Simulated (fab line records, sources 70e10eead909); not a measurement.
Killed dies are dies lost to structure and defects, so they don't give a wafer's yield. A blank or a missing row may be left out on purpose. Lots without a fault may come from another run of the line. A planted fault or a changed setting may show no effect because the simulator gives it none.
fab line records | flow nand_harc
record lots=12 wafers=36 last_day=24
route steps=1159 shown P_ZERO_WELL@9 END@1159
lots that met no fault: from a run of the same line without faults
start_h: hours from the record's first day to the start of the lot's first wafer shown | wait_h: hours since the lot's step before | " the same as in the row above | L1.1+2: a row that stands for several wafers | - no value, or no start given | * or withheld: withheld | < > ~ a bound
route shown NAME@n: a module of which the file shows steps, and the number in the route of the first | usual: mean/standard deviation of fault-free wafers | same: alike in all rows | chamber/n: place in a boat | sites: the reading at each site | _std_site: their standard deviation | _edge_site: outer sites' mean less inner sites' | radius_mm: how far each site lies from the wafer's centre | mask NAME#n: copy n | behind: the tool/chamber that last shaped the wafer | hold: why the lot was held/for how many hours/how that ended | device: the transistor (n, p or np) that didn't switch | end of line: the same wafers' tests at the end of the route | a step without rows: its recipe alone | killed: dies lost to structure and defects at the first sort, not the wafer's yield | map: a wafer's dies, x killed, . not, _ none there
set.NAME: the setting as run; set.NAME@STEP: as run at that earlier step | model.NAME: the simulator's own value behind a step, which no gauge read
steps of the route over a sample of lots; a table a step, a row a wafer
services: from which hour (start_h, from the record's first day; less than 0 if before it) a tool's chamber was out of use, for how many hours, and why
## steps
# step NHARC_P_ZERO_WELL_SOFTBAKE_06
# recipe temp_c=125 time_s=70
# usual heater_power_total_W=200.8/1.3
# columns lot.wafer tool chamber start_h wait_h heater_power_total_W
L857.2 litho_track-03 0 24 - 200.4
L857.3 " 0 " " 199.6
L857.6 " 0 " " 202.4
L860.3 litho_track-07 0 42 - 202.6
L860.4 " 0 " " 201.3
L860.5 " 0 " " 201.2
L861.2 litho_track-03 0 48 - 199.1
L861.5 " 0 " " 201.8
L861.6 " 0 " " 202.6
L864.1 litho_track-03 0 66 - 202.4
L864.2 " 0 " " 199.1
L864.3 " 0 " " 199.6
L865.3 litho_track-05 0 72 - 200.5
L865.4 " 0 " " 202.7
L865.5 " 0 " " 201.1
L866.2 litho_track-07 0 78 - 200.0
L866.3 " 0 " " 200.6
L866.4 " 0 " " 200.8
L868.1 litho_track-03 0 90 - 199.4
L868.3 " 0 " " 202.7
L868.6 " 0 " " 199.9
L871.2 litho_track-07 0 108 - 200.1
L871.5 " 0 " " 201.6
L871.6 " 0 " " 201.5
L875.3 litho_track-03 0 132 - 200.9
L875.4 " 0 " " 226.7
L875.5 " 0 " " 225.8
L876.1 litho_track-03 0 138 - 200.4
L876.2 " 0 " " 199.3
L876.4 " 0 " " 222.4
L877.3 litho_track-05 0 144 - 202.6
L877.5 " 0 " " 202.6
L877.6 " 0 " " 200.7
L878.2 litho_track-05 0 150 - 199.8
L878.5 " 0 " " 201.1
L878.6 " 0 " " 201.5
# step NHARC_P_ZERO_WELL_CD_MEAS_11
# recipe target_cd_nm=500 landing_energy_ev=500
# usual cd_nm=499.6/1.7
# columns lot.wafer tool chamber start_h wait_h cd_nm
L857.2 cd_sem-01 0 25.13 - 498.6
L857.3 " 0 " " 500.1
L857.6 " 0 " " 499.5
L860.3 cd_sem-01 0 43.25 - 498.1
L860.4 " 0 " " 498.1
L860.5 " 0 " " 498.8
L861.2 cd_sem-01 0 49.12 - 498.0
L861.5 " 0 " " 498.7
L861.6 " 0 " " 496.8
L864.1 cd_sem-01 0 67.24 - 497.8
L864.2 " 0 " " 498.5
L864.3 " 0 " " 496.5
L865.3 cd_sem-03 0 73.24 - 500.1
L865.4 " 0 " " 500.2
L865.5 " 0 " " 500.6
L866.2 cd_sem-01 0 79.13 - 500.0
L866.3 " 0 " " 500.2
L866.4 " 0 " " 497.4
L868.1 cd_sem-02 0 91.24 - 501.8
L868.3 " 0 " " 502.4
L868.6 " 0 " " 500.6
L871.2 cd_sem-02 0 109.26 - 497.6
L871.5 " 0 " " 498.4
L871.6 " 0 " " 497.6
L875.3 cd_sem-02 0 133.25 - 501.2
L875.4 " 0 " " 501.5
L875.5 " 0 " " 502.3
L876.1 cd_sem-02 0 139.24 - 499.4
L876.2 " 0 " " 500.5
L876.4 " 0 " " 499.6
L877.3 cd_sem-02 0 145.25 - 498.4
L877.5 " 0 " " 500.3
L877.6 " 0 " " 496.7
L878.2 cd_sem-01 0 151.25 - 500.9
L878.5 " 0 " " 498.6
L878.6 " 0 " " 499.0
# step NHARC_P_ZERO_WELL_ETCH_65
# recipe target_depth_a=800 overetch_a=240 time_s=87.88 ion_energy_ev=200 n2_flow_sccm=150 h2_flow_sccm=150 ar_flow_sccm=0 rf_w=400 bias_w=150 chemistry=N2/H2
# usual chamber_pressure_mTorr=30.000/0.027 drypump_motor_current_A=5.7/0.42 oes_product_au=0.999/0.0099 rf_vpp_V=430.7/2.4 showerhead_plenum_p_Torr=2.05/0.082 throttle_valve_pct=14.170/0.0082
# columns lot.wafer tool chamber start_h wait_h chamber_pressure_mTorr drypump_motor_current_A oes_product_au rf_hours_counter_h rf_vpp_V showerhead_plenum_p_Torr throttle_valve_pct
L857.3 rie_diel-10 2 25.38 0.1 29.962 5.8 1.003 1 429.0 1.97 14.186
L857.2 " 3 " " 29.994 5.9 1.008 1 431.7 2.08 14.169
L857.6 " 1 " " 29.980 5.4 1.001 - 433.4 2.18 14.166
L860.3 rie_diel-10 0 43.49 0.1 30.032 6.1 0.999 2 430.9 2.09 14.160
L860.4 " 1 " " 30.020 5.4 1.008 2 433.9 2.17 14.180
L860.5 " 3 " " 30.017 5.9 1.000 - 432.2 2.08 14.169
L861.2 rie_diel-09 1 49.37 0.1 30.002 5.1 1.018 7 433.7 2.12 14.160
L861.5 " 0 " " 29.989 5.2 0.990 - 427.5 1.96 14.159
L861.6 " 1 " " 29.979 5.1 1.009 - 431.0 2.12 14.160
L864.3 rie_diel-02 0 67.49 0.1 30.020 5.6 1.000 3 429.6 1.99 14.163
L864.2 " 1 " " 29.980 5.0 0.987 6 433.8 2.19 14.162
L864.1 " 3 " " 30.008 6.0 0.971 5 429.3 2.04 14.172
L865.3 rie_diel-09 0 73.49 0.1 30.016 5.2 0.986 9 428.0 1.96 14.181
L865.4 " 2 " " 30.052 6.4 0.987 9 428.3 1.93 14.159
L865.5 " 0 " " 29.952 5.2 0.999 - 429.2 1.96 14.172
L866.2 rie_diel-10 3 79.37 0.1 30.004 5.9 0.995 6 432.2 2.08 14.171
L866.4 " 0 " " 29.998 6.1 0.997 5 432.2 2.09 14.172
L866.3 " 1 " " 29.999 5.4 0.996 5 434.5 2.17 14.174
L868.1 rie_diel-09 0 91.49 0.1 29.997 5.1 0.994 0 428.3 1.96 14.155
L868.3 " 1 " " 30.002 5.1 1.005 0 431.4 2.12 14.172
L868.6 " 2 " " 29.969 6.4 1.006 - 426.6 1.93 14.165
L871.2 rie_diel-02 0 109.52 0.1 29.968 5.6 1.017 6 428.9 1.99 14.169
L871.5 " 1 " " 29.995 5.0 1.004 - 435.0 2.19 14.164
L871.6 " 2 " " 29.991 5.9 1.001 - 431.0 2.03 14.161
L875.3 rie_diel-02 1 133.49 0.1 29.972 5.0 0.996 11 434.6 2.19 14.163
L875.4 " 3 " " 30.005 6.0 0.972 9 430.1 2.04 14.174
L875.5 " 2 " " 29.984 5.9 0.989 - 429.6 2.03 14.169
L876.4 rie_diel-10 2 139.48 0.1 30.022 5.8 1.001 9 428.9 1.97 14.162
L876.2 " 3 " " 29.982 5.9 1.003 10 430.6 2.08 14.177
L876.1 " 1 " " 30.029 5.4 1.003 9 435.1 2.17 14.172
L877.3 rie_diel-09 1 145.48 0.1 30.021 5.1 0.999 2 432.7 2.12 14.183
L877.6 " 1 " " 29.979 5.1 1.005 - 433.1 2.12 14.175
L877.5 " 2 " " 30.024 6.4 1.000 - 428.4 1.93 14.176
L878.2 rie_diel-09 3 151.51 0.1 29.988 6.2 0.998 3 429.5 1.98 14.175
L878.5 " 0 " " 30.020 5.2 0.983 - 429.0 1.96 14.187
L878.6 " 1 " " 29.953 5.1 1.010 - 434.8 2.12 14.177
# step NHARC_P_ZERO_WELL_DESCUM_26
# recipe time_s=3 o2_flow_sccm=200 ar_flow_sccm=0 bias_power_w=0 chemistry=O2
# usual chamber_pressure_mTorr=60.00/0.097 drypump_motor_current_A=5.7/0.46 oes_product_au=0.998/0.011 rf_vpp_V=57.9/0.92 showerhead_plenum_p_Torr=1.91/0.076 throttle_valve_pct=11.311/0.0098
# columns lot.wafer tool chamber start_h wait_h chamber_pressure_mTorr drypump_motor_current_A oes_product_au rf_hours_counter_h rf_vpp_V showerhead_plenum_p_Torr throttle_valve_pct
L857.3 rie_diel-02 0 26.55 - 60.02 5.6 0.990 0.9 58.5 1.87 11.317
L857.2 " 1 " " 60.01 5.0 0.992 3.5 59.0 2.05 11.312
L857.6 " 3 " " 59.95 6.0 0.981 - 59.0 1.91 11.310
L860.4 rie_diel-09 1 44.76 - 59.93 5.1 0.995 7.3 58.3 1.99 11.305
L860.3 " 0 " " 59.96 5.1 0.975 6.8 57.1 1.84 11.313
L860.5 " 1 " " 59.98 5.1 0.999 - 58.0 1.99 11.322
L861.2 rie_diel-09 0 50.64 - 60.05 5.2 0.970 6.9 57.0 1.84 11.323
L861.6 " 2 " " 59.98 6.4 0.990 - 56.7 1.81 11.312
L861.5 " 3 " " 59.91 6.2 1.005 - 57.5 1.86 11.316
L864.3 rie_diel-02 0 68.76 - 59.98 5.6 0.994 2.9 58.1 1.87 11.305
L864.2 " 1 " " 60.00 5.0 1.002 6.1 59.5 2.05 11.308
L864.1 " 3 " " 60.10 6.0 0.981 5.2 57.9 1.91 11.317
L865.4 rie_diel-09 1 74.82 - 60.00 5.1 0.991 9.3 57.8 1.98 11.315
L865.3 " 2 " " 60.01 6.4 0.985 9.3 57.5 1.81 11.297
L865.5 " 1 " " 59.94 5.1 1.001 - 57.0 1.98 11.321
L866.4 rie_diel-10 2 80.54 - 59.95 5.8 1.008 5.2 57.1 1.85 11.306
L866.3 " 0 " " 59.99 6.1 1.009 5.6 58.0 1.96 11.313
L866.2 " 1 " " 60.00 5.4 0.998 5.0 58.6 2.04 11.318
L868.1 rie_diel-10 3 92.76 - 59.95 5.9 1.005 6.1 59.0 1.95 11.319
L868.3 " 1 " " 60.04 5.4 0.998 5.3 59.0 2.04 11.309
L868.6 " 3 " " 60.05 5.9 1.002 - 58.7 1.95 11.317
L871.2 rie_diel-09 2 110.71 - 60.00 6.4 0.997 1.0 57.1 1.81 11.323
L871.6 " 0 " " 59.98 5.2 0.990 - 57.7 1.84 11.308
L871.5 " 1 " " 59.93 5.1 1.004 - 58.2 1.98 11.295
L875.3 rie_diel-02 2 134.77 - 60.01 5.8 1.002 10.5 57.2 1.91 11.292
L875.4 " 0 " " 59.96 5.6 1.001 8.2 58.5 1.87 11.302
L875.5 " 2 " " 60.07 5.9 0.992 - 58.4 1.91 11.313
L876.1 rie_diel-09 0 140.65 - 59.87 5.2 0.990 2.4 55.9 1.84 11.324
L876.2 " 2 " " 59.90 6.4 1.016 2.5 56.3 1.81 11.311
L876.4 " 3 " " 60.00 6.2 1.007 2.7 58.3 1.86 11.314
L877.3 rie_diel-10 1 146.62 - 60.02 5.4 1.001 10.0 58.6 2.03 11.313
L877.5 " 1 " " 60.05 5.4 1.003 - 57.6 2.03 11.306
L877.6 " 2 " " 59.95 5.8 1.007 - 58.7 1.85 11.299
L878.2 rie_diel-09 2 152.63 - 59.98 6.4 1.006 2.9 58.2 1.81 11.309
L878.6 " 2 " " 59.91 6.4 1.012 - 58.8 1.81 11.282
L878.5 " 3 " " 59.97 6.2 1.005 - 57.7 1.86 11.317
# step NHARC_END_SORT_01
# recipe temp_c=25
# usual killed_at_array=21/8.9 killed_at_other=0.8/1.3 killed_at_periphery=3.6/2.4 killed_dies=26/8.9 killed_open=3.1/1.8 killed_short=1.9/1.3
# same gross_dies=677
# columns lot.wafer tool chamber start_h wait_h killed_at_array killed_at_other killed_at_periphery killed_dies killed_open killed_short
L857.2 prober-02 0 446.94 2.8 17 1 4 22 4 0
L857.3 prober-02 0 447.72 3.1 18 2 3 23 5 3
L857.6 prober-02 0 450.08 3.9 16 0 1 17 2 0
L861.2 prober-01 0 454.86 2.8 14 0 2 16 0 2
L861.5 prober-01 0 457.30 3.8 14 0 2 16 1 0
L861.6 prober-01 0 458.11 4.1 29 2 6 37 5 3
L860.3 prober-02 0 465.17 3.1 32 1 0 33 2 0
L860.4 prober-02 0 465.97 3.4 37 0 0 37 1 1
L860.5 prober-02 0 466.76 3.7 29 0 3 32 2 2
L864.1 prober-01 0 493.77 2.5 31 5 1 37 2 2
L864.2 prober-01 0 494.58 2.8 28 0 2 30 2 0
L864.3 prober-01 0 495.39 3.1 32 3 3 38 4 3
L866.2 prober-02 0 494.60 2.8 14 0 5 19 3 4
L866.3 prober-02 0 495.38 3.1 12 0 7 19 4 3
L866.4 prober-02 0 496.17 3.4 8 0 4 12 2 0
L865.3 prober-02 0 517.36 3.1 30 2 3 35 1 3
L865.4 prober-02 0 518.17 3.4 33 1 4 38 2 2
L865.5 prober-02 0 518.97 3.7 23 2 4 29 1 2
L868.1 prober-01 0 523.54 2.5 30 2 7 39 4 1
L868.3 prober-01 0 525.14 3.1 40 0 8 48 5 2
L868.6 prober-01 0 527.54 4.0 28 0 0 28 4 0
L871.2 prober-02 0 543.87 2.8 12 0 5 17 2 2
L871.5 prober-02 0 546.28 3.7 18 0 4 22 6 3
L871.6 prober-02 0 547.08 4.0 10 3 0 13 1 1
L875.3 prober-01 0 544.93 3.1 40 0 3 43 5 2
L875.4 prober-01 0 545.72 3.4 30 0 2 32 5 3
L875.5 prober-01 0 546.52 3.7 25 0 0 25 2 2
L876.1 prober-01 0 560.47 2.5 14 0 6 20 5 2
L876.2 prober-01 0 561.28 2.8 13 1 3 17 2 3
L876.4 prober-01 0 562.90 3.4 15 1 1 17 2 3
L877.3 prober-02 0 568.18 3.1 25 0 4 29 3 4
L877.5 prober-02 0 569.78 3.7 22 0 5 27 6 1
L877.6 prober-02 0 570.57 4.0 19 0 4 23 4 3
L878.2 prober-01 0 572.86 2.8 18 0 4 22 1 2
L878.5 prober-01 0 575.27 3.7 15 0 6 21 2 2
L878.6 prober-01 0 576.08 4.0 21 0 3 24 5 0
# killed by level:class
L857.2 A_CHANNEL_HOLE_D1:chamber_film_flake=7 A_SLIT:chamber_film_flake=5 A_CONTACT:chamber_film_flake=3 A_CONTACT:geometric_particle:open=2 P_STI:chamber_film_flake=2 P_GATE:geometric_particle:open=1 P_CONTACT:geometric_particle:open=1 THIN_TSV:chamber_film_flake=1
L857.3 A_CONTACT:geometric_particle:open=4 A_CONTACT:chamber_film_flake=4 A_STAIRCASE:chamber_film_flake=3 A_SLIT:chamber_film_flake=2 THIN_TSV:chamber_film_flake=2 P_CONTACT:geometric_particle:open=1 A_CHANNEL_FILL_D1:geometric_particle:short=1 A_WL_FILL:geometric_particle:short=1
L857.6 A_CONTACT:chamber_film_flake=5 A_CHANNEL_HOLE_D1:chamber_film_flake=3 A_SLIT:chamber_film_flake=3 A_STAIRCASE:chamber_film_flake=2 A_CHANNEL_HOLE_D1:geometric_particle:open=1 A_SGD_CUT:geometric_particle:open=1 P_GATE:chamber_film_flake=1 A_WL_FILL:chamber_film_flake=1
L861.2 A_SLIT:chamber_film_flake=6 A_CONTACT:chamber_film_flake=3 P_M1:chamber_film_flake=2 A_CHANNEL_HOLE_D1:chamber_film_flake=2 A_SOURCE_PLATE:geometric_particle:short=1 A_CHANNEL_FILL_D1:geometric_particle:short=1 A_STAIRCASE:chamber_film_flake=1
L861.5 A_CHANNEL_HOLE_D1:chamber_film_flake=4 A_SLIT:chamber_film_flake=4 A_STAIRCASE:chamber_film_flake=3 A_CONTACT:chamber_film_flake=2 A_ONON_D1:geometric_particle:open=1 P_ZERO_WELL:chamber_film_flake=1 P_M1:chamber_film_flake=1
L861.6 A_SLIT:chamber_film_flake=10 A_CONTACT:chamber_film_flake=6 A_STAIRCASE:chamber_film_flake=4 A_SOURCE_PLATE:geometric_particle:open=3 P_STI:chamber_film_flake=2 P_GATE:chamber_film_flake=2 P_M1:chamber_film_flake=2 THIN_TSV:chamber_film_flake=2
L860.3 A_CHANNEL_HOLE_D1:chamber_film_flake=11 A_CONTACT:chamber_film_flake=8 A_SLIT:chamber_film_flake=6 A_STAIRCASE:chamber_film_flake=5 A_CONTACT:geometric_particle:open=1 STARTING-WAFER:geometric_particle:open=1 A_WL_FILL:chamber_film_flake=1
L860.4 A_CHANNEL_HOLE_D1:chamber_film_flake=16 A_SLIT:chamber_film_flake=9 A_CONTACT:chamber_film_flake=6 A_STAIRCASE:chamber_film_flake=2 A_WL_FILL:chamber_film_flake=2 A_SGD_CUT:geometric_particle:short=1 A_CONTACT:geometric_particle:open=1
L860.5 A_CHANNEL_HOLE_D1:chamber_film_flake=10 A_SLIT:chamber_film_flake=7 A_CONTACT:chamber_film_flake=5 A_STAIRCASE:chamber_film_flake=4 A_WL_FILL:chamber_film_flake=2 P_GATE:geometric_particle:open=1 P_M0:geometric_particle:open=1 P_M0:geometric_particle:short=1
L864.1 A_CHANNEL_HOLE_D1:chamber_film_flake=19 A_SLIT:chamber_film_flake=5 THIN_TSV:chamber_film_flake=5 A_CONTACT:chamber_film_flake=2 P_GATE:geometric_particle:open=1 A_ONON_D1:geometric_particle:open=1 A_CHANNEL_HOLE_D1:geometric_particle:short=1 A_CHANNEL_FILL_D1:geometric_particle:short=1
L864.2 A_CHANNEL_HOLE_D1:chamber_film_flake=12 A_SLIT:chamber_film_flake=11 P_M1:chamber_film_flake=2 A_WL_FILL:chamber_film_flake=2 A_CONTACT:geometric_particle:open=1 A_M0:geometric_particle:open=1 A_STAIRCASE:chamber_film_flake=1
L866.2 A_CONTACT:chamber_film_flake=4 A_CHANNEL_HOLE_D1:chamber_film_flake=3 P_M1:chamber_film_flake=2 P_STI:geometric_particle:open=1 P_GATE:geometric_particle:short=1 A_CHANNEL_FILL_D1:geometric_particle:short=1 A_SGD_CUT:geometric_particle:open=1 A_WL_FILL:geometric_particle:short=1
L866.3 P_M1:chamber_film_flake=5 A_CHANNEL_HOLE_D1:chamber_film_flake=4 P_GATE:geometric_particle:open=1 P_M0:geometric_particle:open=1 A_ONON_D1:geometric_particle:short=1 A_CHANNEL_FILL_D1:geometric_particle:short=1 A_SGD_CUT:geometric_particle:open=1 A_WL_FILL:geometric_particle:short=1
L864.3 A_CHANNEL_HOLE_D1:chamber_film_flake=16 A_SLIT:chamber_film_flake=7 THIN_TSV:chamber_film_flake=3 A_WL_FILL:geometric_particle:short=2 P_M0:geometric_particle:open=1 A_ONON_D1:geometric_particle:open=1 A_WL_FILL:geometric_particle:open=1 A_CONTACT:geometric_particle:short=1
L866.4 P_M1:chamber_film_flake=4 A_CONTACT:chamber_film_flake=4 A_CHANNEL_HOLE_D1:geometric_particle:open=1 A_M0:geometric_particle:open=1 A_CHANNEL_HOLE_D1:chamber_film_flake=1 A_WL_FILL:chamber_film_flake=1
L865.3 A_CHANNEL_HOLE_D1:chamber_film_flake=16 A_SLIT:chamber_film_flake=8 A_CONTACT:chamber_film_flake=3 P_M0:geometric_particle:short=1 A_M0:geometric_particle:short=1 A_M1:geometric_particle:open=1 P_ZERO_WELL:chamber_film_flake=1 P_M1:chamber_film_flake=1
L865.4 A_CHANNEL_HOLE_D1:chamber_film_flake=14 A_SLIT:chamber_film_flake=14 P_CONTACT:geometric_particle:open=2 A_CONTACT:chamber_film_flake=2 A_SGD_CUT:geometric_particle:short=1 P_ZERO_WELL:chamber_film_flake=1 P_M1:chamber_film_flake=1 STARTING-WAFER:geometric_particle:short=1
L865.5 A_CHANNEL_HOLE_D1:chamber_film_flake=14 A_SLIT:chamber_film_flake=3 A_CONTACT:chamber_film_flake=3 P_ZERO_WELL:chamber_film_flake=2 P_M1:chamber_film_flake=2 THIN_TSV:chamber_film_flake=2 A_CHANNEL_HOLE_D1:geometric_particle:short=1 A_CONTACT:geometric_particle:short=1
L868.1 A_CHANNEL_HOLE_D1:chamber_film_flake=20 P_ZERO_WELL:chamber_film_flake=4 A_SLIT:chamber_film_flake=4 A_CONTACT:geometric_particle:open=2 A_CONTACT:chamber_film_flake=2 HYBRID_BOND:chamber_film_flake=2 P_GATE:geometric_particle:short=1 P_GATE:geometric_particle:open=1
L868.3 A_CHANNEL_HOLE_D1:chamber_film_flake=17 A_SLIT:chamber_film_flake=14 P_ZERO_WELL:chamber_film_flake=5 A_STAIRCASE:chamber_film_flake=2 P_GATE:geometric_particle:open=1 P_M1:geometric_particle:open=1 A_CHANNEL_FILL_D1:geometric_particle:open=1 A_CHANNEL_FILL_D1:geometric_particle:short=1
L868.6 A_CHANNEL_HOLE_D1:chamber_film_flake=13 A_SLIT:chamber_film_flake=9 A_BLC:geometric_particle:open=2 A_CHANNEL_FILL_D1:geometric_particle:open=1 A_M0:geometric_particle:open=1 A_WL_FILL:chamber_film_flake=1 A_CONTACT:chamber_film_flake=1
L871.2 A_CHANNEL_HOLE_D1:chamber_film_flake=5 A_CONTACT:chamber_film_flake=3 A_CONTACT:geometric_particle:short=1 P_BONDPAD:geometric_particle:open=1 A_SGD_CUT:geometric_particle:open=1 A_WL_FILL:geometric_particle:short=1 P_ZERO_WELL:chamber_film_flake=1 P_STI:chamber_film_flake=1
L875.3 A_CHANNEL_HOLE_D1:chamber_film_flake=26 A_CONTACT:chamber_film_flake=3 A_SOURCE_PLATE:geometric_particle:short=2 A_CONTACT:geometric_particle:open=2 P_STI:chamber_film_flake=2 A_SGD_CUT:geometric_particle:open=1 A_WL_FILL:geometric_particle:open=1 A_M0:geometric_particle:open=1
L875.4 A_CHANNEL_HOLE_D1:chamber_film_flake=19 A_CONTACT:chamber_film_flake=2 A_ONON_D1:geometric_particle:open=1 A_CHANNEL_FILL_D1:geometric_particle:open=1 A_SGD_CUT:geometric_particle:open=1 A_CONTACT:geometric_particle:short=1 A_CONTACT:geometric_particle:open=1 A_BLC:geometric_particle:open=1
L871.5 A_CONTACT:geometric_particle:open=5 P_GATE:chamber_film_flake=3 A_CHANNEL_FILL_D1:geometric_particle:short=2 A_ZERO_WELL:chamber_film_flake=2 A_CHANNEL_HOLE_D1:chamber_film_flake=2 A_CONTACT:geometric_particle:short=1 A_M1:geometric_particle:open=1 P_ZERO_WELL:chamber_film_flake=1
L875.5 A_CHANNEL_HOLE_D1:chamber_film_flake=18 A_CONTACT:chamber_film_flake=2 A_CHANNEL_FILL_D1:geometric_particle:short=1 A_WL_FILL:geometric_particle:short=1 A_CONTACT:geometric_particle:open=1 A_M0:geometric_particle:open=1 A_BLC:chamber_film_flake=1
L871.6 A_CONTACT:chamber_film_flake=4 A_CHANNEL_HOLE_D1:chamber_film_flake=3 THIN_TSV:chamber_film_flake=2 A_M0:geometric_particle:open=1 A_M0:geometric_particle:short=1 A_STAIRCASE:chamber_film_flake=1 HYBRID_BOND:latent=1
L876.1 A_CHANNEL_HOLE_D1:chamber_film_flake=4 A_CONTACT:chamber_film_flake=4 P_GATE:chamber_film_flake=3 P_GATE:geometric_particle:open=1 P_GATE:geometric_particle:short=1 P_M0:geometric_particle:short=1 A_SOURCE_PLATE:geometric_particle:open=1 A_CHANNEL_FILL_D1:geometric_particle:open=1
L876.2 A_CONTACT:chamber_film_flake=4 A_CHANNEL_HOLE_D1:chamber_film_flake=4 P_CONTACT:geometric_particle:open=1 A_ONON_D1:geometric_particle:short=1 A_CHANNEL_HOLE_D1:geometric_particle:short=1 A_WL_FILL:geometric_particle:short=1 THIN_TSV:chamber_film_flake=1 A_CONTACT:geometric_particle:open=1
L876.4 A_CHANNEL_HOLE_D1:chamber_film_flake=8 A_CONTACT:chamber_film_flake=3 A_CONTACT:geometric_particle:short=2 P_M1:geometric_particle:open=1 A_ONON_D1:geometric_particle:short=1 A_CONTACT:geometric_particle:open=1 THIN_TSV:chamber_film_flake=1
L877.3 A_CONTACT:chamber_film_flake=7 A_ZERO_WELL:chamber_film_flake=5 A_ONON_D1:geometric_particle:short=3 P_GATE:chamber_film_flake=2 A_SLIT:chamber_film_flake=2 A_M1:chamber_film_flake=2 A_ONON_D1:geometric_particle:open=1 A_CHANNEL_FILL_D1:geometric_particle:open=1
L877.5 A_STAIRCASE:chamber_film_flake=4 A_CHANNEL_FILL_D1:geometric_particle:open=3 A_CHANNEL_HOLE_D1:chamber_film_flake=3 A_SLIT:chamber_film_flake=3 A_CONTACT:chamber_film_flake=3 A_ONON_D1:geometric_particle:open=2 P_GATE:chamber_film_flake=2 A_CHANNEL_FILL_D1:chamber_film_flake=2
L877.6 A_CHANNEL_HOLE_D1:chamber_film_flake=5 A_SLIT:chamber_film_flake=3 A_CONTACT:geometric_particle:open=2 P_GATE:chamber_film_flake=2 A_CONTACT:chamber_film_flake=2 P_CONTACT:geometric_particle:short=1 P_M0:geometric_particle:short=1 A_CHANNEL_FILL_D1:geometric_particle:open=1
L878.2 A_CHANNEL_HOLE_D1:chamber_film_flake=10 P_STI:chamber_film_flake=2 A_STAIRCASE:chamber_film_flake=2 A_SLIT:chamber_film_flake=2 A_CONTACT:chamber_film_flake=2 P_CONTACT:geometric_particle:short=1 P_M0:geometric_particle:open=1 A_M1:geometric_particle:short=1
L878.5 A_CONTACT:chamber_film_flake=6 P_STI:chamber_film_flake=4 A_CHANNEL_HOLE_D1:chamber_film_flake=4 P_STI:geometric_particle:short=1 P_GATE:geometric_particle:open=1 A_CHANNEL_FILL_D1:geometric_particle:open=1 A_WL_FILL:geometric_particle:short=1 A_ZERO_WELL:chamber_film_flake=1
L878.6 A_CHANNEL_HOLE_D1:chamber_film_flake=10 A_CONTACT:chamber_film_flake=4 P_GATE:geometric_particle:open=1 A_CHANNEL_FILL_D1:geometric_particle:open=1 A_WL_FILL:geometric_particle:open=1 A_BLC:geometric_particle:open=1 A_M1:geometric_particle:open=1 P_ZERO_WELL:chamber_film_flake=1
## services
# columns tool chamber start_h hours kind
rie_diel-09 0 7.30 - clean
rie_diel-09 1 7.30 - clean
rie_diel-09 2 7.30 - clean
rie_diel-09 3 7.30 - clean
litho_track-07 - 14.00 7.0 pm
rie_diel-09 0 31.83 - clean
rie_diel-09 1 31.83 - clean
rie_diel-09 2 31.83 - clean
rie_diel-09 3 31.83 - clean
litho_track-03 - 38.00 7.0 pm
rie_diel-09 0 56.33 - clean
rie_diel-09 1 56.33 - clean
rie_diel-09 2 56.33 - clean
rie_diel-09 3 56.33 - clean
litho_track-05 - 62.00 7.0 pm
rie_diel-09 - 77.10 9.0 pm
rie_diel-09 0 77.10 10.7 vent_cycle
rie_diel-09 1 77.10 10.7 vent_cycle
rie_diel-09 2 77.10 10.7 vent_cycle
rie_diel-09 3 77.10 10.7 vent_cycle
rie_diel-09 - 89.61 0.9 repair
rie_diel-10 0 103.08 4.1 repair
rie_diel-10 3 145.65 39.6 repair
rie_diel-02 - 150.70 9.0 pm
## key
first_sign step=NHARC_P_ZERO_WELL_SOFTBAKE_06 reading=heater_power_total_W direction=up sigmas=19 usual=* struck=*
effect none on later readings
met_at NHARC_P_ZERO_WELL_SOFTBAKE_06
struck_lots L875,L876
struck_wafers L875.4,L875.5,L876.4
tester_left_out L875,L876
not_acting_at NHARC_P_ZERO_WELL_CD_MEAS_11,NHARC_P_ZERO_WELL_ETCH_65,NHARC_P_ZERO_WELL_DESCUM_26
onset_between 90 132
fault kind=process_parameter_drift tool=litho_track-03 chamber=- onset_h=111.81 steps=NHARC_P_ZERO_WELL_SOFTBAKE_06 channel=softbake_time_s offset=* shape=step end_h=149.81 scope=struck_wafers_only acts_in=* stated=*
# tester_left_out: of these lots the tester's yield and bins aren't shown, on N5 and GAA mostly nor the transistor test; their killed dies are dies lost to structure and defects alone, not to doping, threshold or leakage, so they don't give the yield
